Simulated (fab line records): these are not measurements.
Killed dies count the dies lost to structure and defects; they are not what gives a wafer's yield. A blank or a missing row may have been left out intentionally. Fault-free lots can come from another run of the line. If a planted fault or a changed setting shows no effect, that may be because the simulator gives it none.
Comparing a struck lot with a sound one    flow n5_finfet    38 out of 1938 route steps
Sound: these wafers, L937.1, L937.5, L937.6. Struck: wafer L952.6; the same lot's L952.2 was not struck, so it is left out; see the end for the cause.
At each step with rows: each side's tool, then ch and its chambers, then its first start. Under that, the readings that differ: sound wafers    struck wafers    difference of the means    sigmas: that difference in standard deviations of wafers without a fault.
alike: same words and numbers on both sides, and readings whose means sit less than 2 such deviations apart. not compared: any withheld reading, any reading some wafer has no value for, any bound like >300 that may hide the same value, and any number with overlapping values for which the record gives no deviation.
A row with sigmas, a row that says differs or no value, or rows on one side alone: a step with any of these is where the two part. Numbers that have no deviation but don't overlap get no sigmas and don't part them. A reading missing from all wafers of one side parts the sides only when that side holds two or more wafers.

first, 9 steps without rows for these wafers: N5_BEOL_M2_ANNEAL_95 (time 240 s); N5_BEOL_M2_SPUTTER_96 (material Cu, target thk 4.5 nm, time 8.29 s); N5_BEOL_M2_ECD_50 (material Cu, target thk 300 nm); N5_BEOL_M2_ANNEAL_51 (time 90 s); N5_BEOL_M2_CMP_52 (polishes, stops on SiOC, t overpolish 6.8 s, target thk 40 nm); N5_BEOL_M2_PRE_CLEAN_60 (time 15 s); N5_BEOL_M2_CO_CAP_55 (material Co, precursor CCTBA/H2, target thk 2 nm, time 102.1 s); N5_BEOL_M2_PRE_CLEAN_56 (time 15 s); N5_BEOL_M2_DEP_57 (deposits SiCN from 3MS/NH3, target thk 8 nm, time 14 s).
N5_BEOL_M3_ILD_DEP_00: deposits SiOC from DEMS/O2, target thk 79 nm, time 15.3 s.
  sound on pecvd-03 ch 0,1,2, day 8 06:36; struck on pecvd-03 ch 1, day 12 02:52
reading                                       sound           struck  difference  sigmas
model.SiOC_of_BEOL_M3_ILD_DEP_00.thk_nm (nm)  78.8 79.6 79.2  119.4   +40.2       
  alike: heater_power_outer_w, heater_power_w, showerhead_plenum_p_Torr, throttle_valve_pct
  not compared: since_wet_clean_h
N5_BEOL_M3_THK_MEAS_01:
  sound: film_metro-01 at day 8 06:40; struck: film_metro-02 at day 12 02:56
reading          sound           struck  difference  sigmas
M3_ILD_THK (nm)  78.8 79.7 79.3  119.3   +40.0       +43
then, 24 steps without rows for these wafers: N5_BEOL_M3_PECVD_72 (deposits SiO2 from TEOS/O2, target thk 16 nm, time 18 s); N5_BEOL_M3_HM_DEP_02 (deposits TiN, target thk 20 nm); N5_BEOL_M3_COAT_61 (time 60 s, resist thk 60 nm); N5_BEOL_M3_COAT_62 (time 60 s, resist thk 12 nm); N5_BEOL_M3_COAT_73 (time 60 s, resist thk 5 nm); N5_BEOL_M3_COAT_05 (resist thk 30 nm); N5_BEOL_M3_EBR_07; N5_BEOL_M3_SOFTBAKE_06 (time 60 s); N5_BEOL_M3_EXPOSE_08 (exposes mask M3); N5_BEOL_M3_PEB_09 (peb time 60 s); N5_BEOL_M3_DEVELOP_10 (develop time 30 s); N5_BEOL_M3_DESCUM_16 (chemistry O2, time 7 s); N5_BEOL_M3_ETCH_74 (etches underlayer in N2/H2, target depth 6.5 nm, time 5.2 s); N5_BEOL_M3_ETCH_63 (etches SiARC in CF4, target depth 15.6 nm, time 26 s); N5_BEOL_M3_ETCH_64 (etches SOC in N2/H2, target depth 75 nm, overetch 15 nm, time 112.5 s); N5_BEOL_M3_STRIP_65 (strips in N2/H2); N5_BEOL_M3_STRIP_75 (strips in N2/H2); N5_BEOL_M3_STRIP_66 (strips in CF4); N5_BEOL_M3_HM_OPEN_17 (chemistry Cl2/BCl3, target TiN, target depth 20 nm, overetch 6 nm); N5_BEOL_M3_STRIP_19 (strips in O2); N5_BEOL_M3_COAT_67 (time 60 s, resist thk 60 nm); N5_BEOL_M3_COAT_68 (time 60 s, resist thk 12 nm); N5_BEOL_M3_COAT_76 (time 60 s, resist thk 5 nm); N5_BEOL_M3_COAT_22 (resist thk 30 nm).
N5_BEOL_M3_CMP_52: polishes, stops on SiOC, t overpolish 6.8 s, target thk 40 nm.
  sound on cmp-03 ch 0,3, day 9 02:20; struck on cmp-01 ch 0, day 12 20:00
reading                                       sound           struck  difference  sigmas
model.Cu_of_BEOL_M3_ECD_50.thk_nm (nm)        39.6 40.2 40.4  81.4    +41.3       
model.SiOC_of_BEOL_M3_ILD_DEP_00.thk_nm (nm)  75.8 76.6 76.2  116.4   +40.2       
  alike: motor_current_A, retaining_ring_pressure_frac, slurry_filter_dp_kPa
N5_BEOL_M4_RC_MEAS_101:
  the record has rows for the sound wafers here (prober-02 ch 0, day 9 16:13) and none for the struck ones
-- the record jumps here: 5 days lie between the struck wafers' starts before and after (it left off in module BEOL_M4 and takes up again in module PASSIVATION, whose first step shown is number 1936 of the route) --
N5_PASSIVATION_PROBE_49:
  sound: prober-02 at day 14 06:08; struck: prober-01 at day 18 07:11
reading                   sound           struck  difference  sigmas
defect_limited_yield (%)  90.1 89.2 88.9  0       -89         -60
killed_at_M0_to_M3        34 40 31        1111    +1076       +99 or more
killed_at_front_end       52 55 67        36      -22         -2
killed_dies               117 127 131     1180    +1055       +62
killed_on_rim             10 14 14        152     +139        +32
sort_bin_5_function (%)   6.4 6.1 5.9     96.5    +90.4       +96
sort_n_pass               1063 1053 1049  0       -1055       -62
sort_yield_pct (%)        90.1 89.2 88.9  0       -89         -60
  alike: killed_at_M4_up, killed_at_contacts, killed_at_other, killed_open, killed_short, sort_bin_6_memory

WHERE THEY PART
Earliest at N5_BEOL_M3_THK_MEAS_01; latest, in this record, at N5_PASSIVATION_PROBE_49.

WHY: what the simulator had put in
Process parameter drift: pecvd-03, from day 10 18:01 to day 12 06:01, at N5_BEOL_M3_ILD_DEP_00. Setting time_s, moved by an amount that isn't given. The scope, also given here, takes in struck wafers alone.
